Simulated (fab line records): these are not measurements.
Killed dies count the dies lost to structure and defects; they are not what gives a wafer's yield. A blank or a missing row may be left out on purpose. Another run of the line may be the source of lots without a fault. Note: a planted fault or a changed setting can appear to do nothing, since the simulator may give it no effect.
Chamber matching || flow n5-finfet || 4 sister chambers for N5_HKMG_FIN_ETCH_35 on rie-diel-05
The step etches SOC in N2/H2, target depth 215.8 nm, time 243.4 s. 8 wafers are shown with their chamber, then 6 later ones without.

EACH WAFER AND ITS CHAMBER
{"wafer": "L521.3", "chamber": 3, "throttle-valve-pct (%)": 17.72, "showerhead-plenum-p-Torr (Torr)": 2.51}
{"wafer": "L521.6", "chamber": 2, "throttle-valve-pct (%)": 17.84, "showerhead-plenum-p-Torr (Torr)": 2.42}
{"wafer": "L523.6", "chamber": 2, "throttle-valve-pct (%)": 17.85, "showerhead-plenum-p-Torr (Torr)": 2.41}
{"wafer": "L527.2", "chamber": 3, "throttle-valve-pct (%)": 17.73, "showerhead-plenum-p-Torr (Torr)": 2.51}
{"wafer": "L527.4", "chamber": 1, "throttle-valve-pct (%)": 18.35, "showerhead-plenum-p-Torr (Torr)": 2.42}
{"wafer": "L529.2", "chamber": 1, "throttle-valve-pct (%)": 18.36, "showerhead-plenum-p-Torr (Torr)": 2.42}
{"wafer": "L532.2", "chamber": 0, "throttle-valve-pct (%)": 18.19, "showerhead-plenum-p-Torr (Torr)": 2.36}
{"wafer": "L532.5", "chamber": 0, "throttle-valve-pct (%)": 18.19, "showerhead-plenum-p-Torr (Torr)": 2.36}

WAFERS WITH NO CHAMBER GIVEN
{"wafer": "L532.6", "throttle-valve-pct (%)": 17.77, "showerhead-plenum-p-Torr (Torr)": 2.50}
{"wafer": "L534.4", "throttle-valve-pct (%)": 18.21, "showerhead-plenum-p-Torr (Torr)": 2.36}
{"wafer": "L534.6", "throttle-valve-pct (%)": 17.90, "showerhead-plenum-p-Torr (Torr)": 2.41}
{"wafer": "L544.1", "throttle-valve-pct (%)": 18.00, "showerhead-plenum-p-Torr (Torr)": 2.73}
{"wafer": "L544.4", "throttle-valve-pct (%)": 17.82, "showerhead-plenum-p-Torr (Torr)": 2.49}
{"wafer": "L544.6", "throttle-valve-pct (%)": 18.24, "showerhead-plenum-p-Torr (Torr)": 2.35}

EACH ONE'S CHAMBER
{"wafer": "L532.6", "from the rows above": 3, "in truth": 3}
{"wafer": "L534.4", "from the rows above": 0, "in truth": 0}
{"wafer": "L534.6", "from the rows above": 2, "in truth": 2}
{"wafer": "L544.1", "from the rows above": 3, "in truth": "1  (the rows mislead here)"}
{"wafer": "L544.4", "from the rows above": 3, "in truth": 3}
{"wafer": "L544.6", "from the rows above": 0, "in truth": 0}
Correct placement for 5 of the 6. Number that these rows cannot place: 0. Wrongly placed: 1.
How it was worked out, from the rows above alone: a wafer's distance from a chamber is the root of the sum, over the readings, of the square of ((its reading less the chamber's mean) divided by the reading's scatter). If the next closest chamber is less than 2 further off than the closest, the wafer can't be placed; otherwise it belongs to the closest. The mean given for a chamber averages the wafers shown for that chamber. The scatter is the square root of a quotient: the sum, over the shown wafers, of each reading's squared deviation from its chamber's mean, divided by wafers minus chambers.
